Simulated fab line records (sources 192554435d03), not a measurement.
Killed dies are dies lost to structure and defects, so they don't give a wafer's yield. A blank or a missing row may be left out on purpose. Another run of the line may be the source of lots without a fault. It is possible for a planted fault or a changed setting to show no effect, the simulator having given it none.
Split-lot trial    flow n5Finfet    route with 1938 steps; 7 lots, 39 wafers read

## THE SPLIT
At N5_BEOL_M14_ILD_DEP_00 (deposits SiO2 from TEOS/O2, target thk 1119.3 nm, time 237.4 s), the setting targetThkA was moved away from the recipe's 11193 angstrom on 12 of the 39 wafers read, by -33.3% to -15.8%. This setting was run at the recipe's value on the other wafers.

No step appears in the file between the split and the reading.

## THE READING
M14_ILD_THK at N5_BEOL_M14_THK_MEAS_01, in nm. Fault-free wafers of this fab line usually give 1119 nm, standard deviation 16 nm.

wafer   tool, chamber at the split  targetThkA as run, angstrom  against the recipe  M14_ILD_THK, nm  against lot-mates on the recipe
L085.1  pecvd-04, 2                 8657                         -22.7%              857              -275
L085.2  pecvd-04, 0                 11193                        recipe              1121             -
L085.3  pecvd-04, 1                 8657                         -22.7%              871              -261
L085.4  pecvd-04, 1                 11193                        recipe              1133             -
L085.5  pecvd-04, 2                 8657                         -22.7%              868              -264
L085.6  pecvd-04, 0                 11193                        recipe              1143             -
L086.1  pecvd-02, 0                 11193                        recipe              1115             -
L086.2  pecvd-02, 2                 11193                        recipe              1120             -
L086.5  pecvd-02, 1                 11193                        recipe              1126             -
L088.1  pecvd-04, 0                 11193                        recipe              1110             -
L088.2  pecvd-04, 1                 11193                        recipe              1112             -
L088.3  pecvd-04, 2                 11193                        recipe              1092             -
L088.4  pecvd-04, 2                 11193                        recipe              1106             -
L088.5  pecvd-04, 1                 11193                        recipe              1127             -
L088.6  pecvd-04, 0                 11193                        recipe              1145             -
L090.1  pecvd-04, 2                 11193                        recipe              1111             -
L090.2  pecvd-04, 0                 11193                        recipe              1126             -
L090.3  pecvd-04, 1,2               11193                        recipe              1117             -
L090.4  pecvd-04, 0                 11193                        recipe              1136             -
L090.5  pecvd-04, 1,2               11193                        recipe              1118             -
L090.6  pecvd-04, 1                 11193                        recipe              1151             -
L092.1  pecvd-04, 0                 11193                        recipe              1135             -
L092.2  pecvd-04, 2                 11193                        recipe              1098             -
L092.3  pecvd-04, 1                 8767                         -21.7%              884              -241
L092.4  pecvd-04, 1                 11193                        recipe              1141             -
L092.5  pecvd-04, 0                 8767                         -21.7%              900              -225
L092.6  pecvd-04, 2                 8767                         -21.7%              877              -248
L093.1  pecvd-04, 2                 9419                         -15.8%              922              -188
L093.2  pecvd-04, 0                 11193                        recipe              1104             -
L093.3  pecvd-04, 1                 11193                        recipe              1127             -
L093.4  pecvd-04, 0                 9419                         -15.8%              947              -163
L093.5  pecvd-04, 1                 9419                         -15.8%              952              -158
L093.6  pecvd-04, 2                 11193                        recipe              1098             -
L096.1  pecvd-03, 2                 11193                        recipe              1114             -
L096.2  pecvd-03, 0                 7468                         -33.3%              756              -374
L096.3  pecvd-03, 2                 7468                         -33.3%              752              -378
L096.4  pecvd-03, 0                 11193                        recipe              1148             -
L096.5  pecvd-03, 0                 7468                         -33.3%              778              -352
L096.6  pecvd-03, 2                 11193                        recipe              1128             -
When a row names more than one chamber, that row covers several wafers, and the file does not tell which wafer ran in which chamber.

FIT RESULTS
A straight line over all 39 wafers: M14_ILD_THK changes by +11 nm for each +1% of targetThkA; r = +0.99; the points scatter about the line by 15 nm.
The same after taking each lot's own level away (the mean of its wafers on the recipe; 39 wafers): +11.2 nm for each +1%; r = +0.99; scatter 14 nm.
Per that fit: largest targetThkA move, reading shift of 3.7e+02 nm.
Across the lots, their own levels run from 1109.7 to 1132.3 nm, a range of 1.4 times the standard deviation given above.
The two slopes are in agreement: the lot-to-lot level therefore moves the slope only a little.
Check: with one of the wafers moved furthest among these (-33.3%) left out of the fit, the line predicts -371 nm for it against its lot-mates. Against them it came out at -374 nm.

## THESE WAFERS: OTHER SPLITS
These wafers also went through other splits before the reading. Each is held against what the fit with the lots' levels taken away leaves over:
other split on the same wafers   wafers away from the commonest value  r with M14_ILD_THK (lot level and that fit taken away)
N5_BEOL_M6_TRENCH_ETCH_37 timeS  15                                    +0.03
N5_BEOL_M9_ETCH_62 timeS         12                                    -0.20

## THE WHOLE CHAIN: every reading that the file lists as answering this split, in the file's order
step                     what it does                                                    reading                                                                             change (the file's fit)               r (the file's)
N5_BEOL_M14_ILD_DEP_00   deposits SiO2 from TEOS/O2, target thk 1119.3 nm, time 237.4 s  SiO2_of_BEOL_M14_ILD_DEP_00.thkNm (the simulator's own value, which no gauge read)  +11.1 nm for each +1% of the setting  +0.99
N5_BEOL_M14_THK_MEAS_01                                                                  M14_ILD_THK                                                                         +11.2 for each +1% of the setting     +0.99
N5_BEOL_M14_VIA_ETCH_16  etches SiO2 in C4F8/O2/Ar, target depth 1231.3 nm               etch.depthNm (the simulator's own value, which no gauge read)                       +11.1 nm for each +1% of the setting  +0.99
N5_BEOL_M14_VIA_ETCH_16  etches SiO2 in C4F8/O2/Ar, target depth 1231.3 nm               coat_of_BEOL_M14_COAT_04.thkNm (the simulator's own value, which no gauge read)     -2.54 nm for each +1% of the setting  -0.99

## FILE'S OWN FIT
M14_ILD_THK changes by +11.2 nm for each +1% of targetThkA, r = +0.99.
